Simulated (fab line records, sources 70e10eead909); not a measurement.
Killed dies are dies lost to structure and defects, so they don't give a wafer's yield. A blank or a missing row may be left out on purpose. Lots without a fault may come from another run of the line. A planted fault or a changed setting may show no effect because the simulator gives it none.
Chamber matching | flow nand_harc | NHARC_A_SLIT_ETCH_29 on rie_diel-07: 4 sister chambers
The step etches the open film in CF4/O2, target depth 100 nm, overetch 10 nm, time 55 s. 8 wafers are shown with their chamber, then 6 later ones without.

WAFERS WITH THEIR CHAMBER
wafer  | chamber | oes_product_au (a.u.) | bias_w (W)
L257.5 | 0       | 1.004                 | 99.90
L260.2 | 2       | 0.987                 | 99.97
L260.6 | 3       | 1.000                 | 99.48
L268.4 | 2       | 0.991                 | 100.05
L268.6 | 1       | 1.017                 | 100.04
L272.3 | 1       | 1.008                 | 99.75
L272.5 | 0       | 1.005                 | 99.97
L272.6 | 3       | 1.001                 | 99.99

WAFERS WITHOUT THEIR CHAMBER
wafer  | oes_product_au (a.u.) | bias_w (W)
L271.1 | 1.009                 | 100.48
L271.2 | 1.004                 | 100.17
L271.3 | 0.980                 | 100.06
L273.1 | 0.975                 | 100.46
L273.3 | 1.014                 | 99.85
L273.4 | 1.019                 | 100.18

WHICH CHAMBER EACH WENT THROUGH
wafer  | from the rows above          | in truth
L271.1 | can't be placed: 0 or 1 or 3 | 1
L271.2 | can't be placed: 0 or 3 or 1 | 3
L271.3 | 2                            | 2
L273.1 | 2                            | 2
L273.3 | 1                            | 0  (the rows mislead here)
L273.4 | can't be placed: 1 or 0      | 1
Placed correctly: 2 of 6. Can't be placed from these rows: 3 (the true chamber is among the candidates in 3). Placed wrongly: 1.
How it was worked out, from the rows above alone: a wafer's distance from a chamber is the root of the sum, over the readings, of the square of ((its reading less the chamber's mean) divided by the reading's scatter). The wafer belongs to the nearest chamber; if the next one is less than 2 further off, it can't be placed. A chamber's mean is the mean of its shown wafers. The scatter: the root of (the sum of the squares of (reading less its chamber's mean) over the shown wafers, divided by (wafers less chambers)).
